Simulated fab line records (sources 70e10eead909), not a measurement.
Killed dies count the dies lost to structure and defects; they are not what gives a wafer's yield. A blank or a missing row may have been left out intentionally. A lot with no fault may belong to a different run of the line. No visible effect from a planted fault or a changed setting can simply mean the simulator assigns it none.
Matching of chambers || flow nand harc || NHARC_A_STAIRCASE_ETCH_169 on rie diel-08: 4 sister chambers
The step etches the open film in CH3F/O2, target depth 50 nm, time 107.1 s. 20 wafers are shown with their chamber, then 10 later ones without.

WAFERS, EACH WITH ITS CHAMBER
{"wafer": "L076.1", "chamber": 3, "drypump motor current A (A)": 5.5, "showerhead plenum p Torr (Torr)": 2.30, "rf vpp V (V)": 241.9}
{"wafer": "L076.2", "chamber": 0, "drypump motor current A (A)": 5.9, "showerhead plenum p Torr (Torr)": 2.30, "rf vpp V (V)": 241.3}
{"wafer": "L076.6", "chamber": 3, "drypump motor current A (A)": 5.5, "showerhead plenum p Torr (Torr)": 2.30, "rf vpp V (V)": 243.4}
{"wafer": "L080.1", "chamber": 1, "drypump motor current A (A)": 6.4, "showerhead plenum p Torr (Torr)": 2.39, "rf vpp V (V)": 242.9}
{"wafer": "L080.2", "chamber": 3, "drypump motor current A (A)": 5.5, "showerhead plenum p Torr (Torr)": 2.30, "rf vpp V (V)": 242.9}
{"wafer": "L080.3", "chamber": 0, "drypump motor current A (A)": 5.9, "showerhead plenum p Torr (Torr)": 2.30, "rf vpp V (V)": 242.7}
{"wafer": "L082.1", "chamber": 0, "drypump motor current A (A)": 5.9, "showerhead plenum p Torr (Torr)": 2.30, "rf vpp V (V)": 242.9}
{"wafer": "L082.4", "chamber": 1, "drypump motor current A (A)": 6.4, "showerhead plenum p Torr (Torr)": 2.38, "rf vpp V (V)": 244.0}
{"wafer": "L082.5", "chamber": 1, "drypump motor current A (A)": 6.4, "showerhead plenum p Torr (Torr)": 2.38, "rf vpp V (V)": 244.1}
{"wafer": "L082.2", "chamber": 2, "drypump motor current A (A)": 5.2, "showerhead plenum p Torr (Torr)": 2.64, "rf vpp V (V)": 246.5}
{"wafer": "L082.3", "chamber": 3, "drypump motor current A (A)": 5.5, "showerhead plenum p Torr (Torr)": 2.29, "rf vpp V (V)": 242.7}
{"wafer": "L082.6", "chamber": 0, "drypump motor current A (A)": 5.9, "showerhead plenum p Torr (Torr)": 2.30, "rf vpp V (V)": 241.3}
{"wafer": "L086.1", "chamber": 2, "drypump motor current A (A)": 5.2, "showerhead plenum p Torr (Torr)": 2.63, "rf vpp V (V)": 245.3}
{"wafer": "L086.2", "chamber": 1, "drypump motor current A (A)": 6.3, "showerhead plenum p Torr (Torr)": 2.38, "rf vpp V (V)": 244.0}
{"wafer": "L086.4", "chamber": 3, "drypump motor current A (A)": 5.5, "showerhead plenum p Torr (Torr)": 2.29, "rf vpp V (V)": 242.9}
{"wafer": "L088.3", "chamber": 3, "drypump motor current A (A)": 5.5, "showerhead plenum p Torr (Torr)": 2.29, "rf vpp V (V)": 241.7}
{"wafer": "L088.4", "chamber": 1, "drypump motor current A (A)": 6.4, "showerhead plenum p Torr (Torr)": 2.38, "rf vpp V (V)": 242.3}
{"wafer": "L088.5", "chamber": 3, "drypump motor current A (A)": 5.5, "showerhead plenum p Torr (Torr)": 2.29, "rf vpp V (V)": 241.4}
{"wafer": "L088.1", "chamber": 2, "drypump motor current A (A)": 5.2, "showerhead plenum p Torr (Torr)": 2.63, "rf vpp V (V)": 245.8}
{"wafer": "L088.2", "chamber": 0, "drypump motor current A (A)": 5.9, "showerhead plenum p Torr (Torr)": 2.30, "rf vpp V (V)": 242.0}

SIGNATURES (means of the wafers above)
{"reading": "drypump motor current A", "chamber 0": 5.900, "chamber 1": 6.380, "chamber 2": 5.200, "chamber 3": 5.500, "scatter within a chamber": 0.0224}
{"reading": "showerhead plenum p Torr", "chamber 0": 2.3000, "chamber 1": 2.3820, "chamber 2": 2.6333, "chamber 3": 2.2943, "scatter within a chamber": 0.00446}
{"reading": "rf vpp V", "chamber 0": 242.040, "chamber 1": 243.460, "chamber 2": 245.867, "chamber 3": 242.414, "scatter within a chamber": 0.749}
Rule: for a wafer and a chamber, the distance is found by dividing, reading by reading, the gap between the wafer's reading and the chamber's mean by the reading's scatter, squaring, summing and taking the root. The wafer belongs to the nearest chamber; if the next one is less than 2 further off, it can't be placed. How the scatter is found: for the shown wafers, subtract from each reading the mean of its chamber, square and add these, divide the total by (wafers less chambers), then take the root.

WAFERS WHOSE CHAMBER IS MISSING
{"wafer": "L088.6", "drypump motor current A (A)": 5.9, "showerhead plenum p Torr (Torr)": 2.30, "rf vpp V (V)": 242.2}
{"wafer": "L089.1", "drypump motor current A (A)": 5.9, "showerhead plenum p Torr (Torr)": 2.29, "rf vpp V (V)": 243.0}
{"wafer": "L089.4", "drypump motor current A (A)": 5.5, "showerhead plenum p Torr (Torr)": 2.29, "rf vpp V (V)": 242.0}
{"wafer": "L089.5", "drypump motor current A (A)": 5.2, "showerhead plenum p Torr (Torr)": 2.63, "rf vpp V (V)": 246.5}
{"wafer": "L097.3", "drypump motor current A (A)": 5.2, "showerhead plenum p Torr (Torr)": 2.62, "rf vpp V (V)": 247.4}
{"wafer": "L097.4", "drypump motor current A (A)": 5.9, "showerhead plenum p Torr (Torr)": 2.29, "rf vpp V (V)": 242.0}
{"wafer": "L097.6", "drypump motor current A (A)": 5.9, "showerhead plenum p Torr (Torr)": 2.29, "rf vpp V (V)": 242.3}
{"wafer": "L096.3", "drypump motor current A (A)": 5.5, "showerhead plenum p Torr (Torr)": 2.28, "rf vpp V (V)": 240.7}
{"wafer": "L096.4", "drypump motor current A (A)": 6.4, "showerhead plenum p Torr (Torr)": 2.37, "rf vpp V (V)": 243.2}
{"wafer": "L096.5", "drypump motor current A (A)": 5.9, "showerhead plenum p Torr (Torr)": 2.29, "rf vpp V (V)": 242.2}

WHICH CHAMBER EACH WENT THROUGH
{"wafer": "L088.6", "from the rows above": 0, "in truth": 0}
{"wafer": "L089.1", "from the rows above": 0, "in truth": 0}
{"wafer": "L089.4", "from the rows above": 3, "in truth": 3}
{"wafer": "L089.5", "from the rows above": 2, "in truth": 2}
{"wafer": "L097.3", "from the rows above": 2, "in truth": 2}
{"wafer": "L097.4", "from the rows above": 0, "in truth": 0}
{"wafer": "L097.6", "from the rows above": 0, "in truth": 0}
{"wafer": "L096.3", "from the rows above": 3, "in truth": 3}
{"wafer": "L096.4", "from the rows above": 1, "in truth": 1}
{"wafer": "L096.5", "from the rows above": 0, "in truth": 0}
Correct placement for 10 of the 10. Number that these rows cannot place: 0. Number placed wrongly: 0.
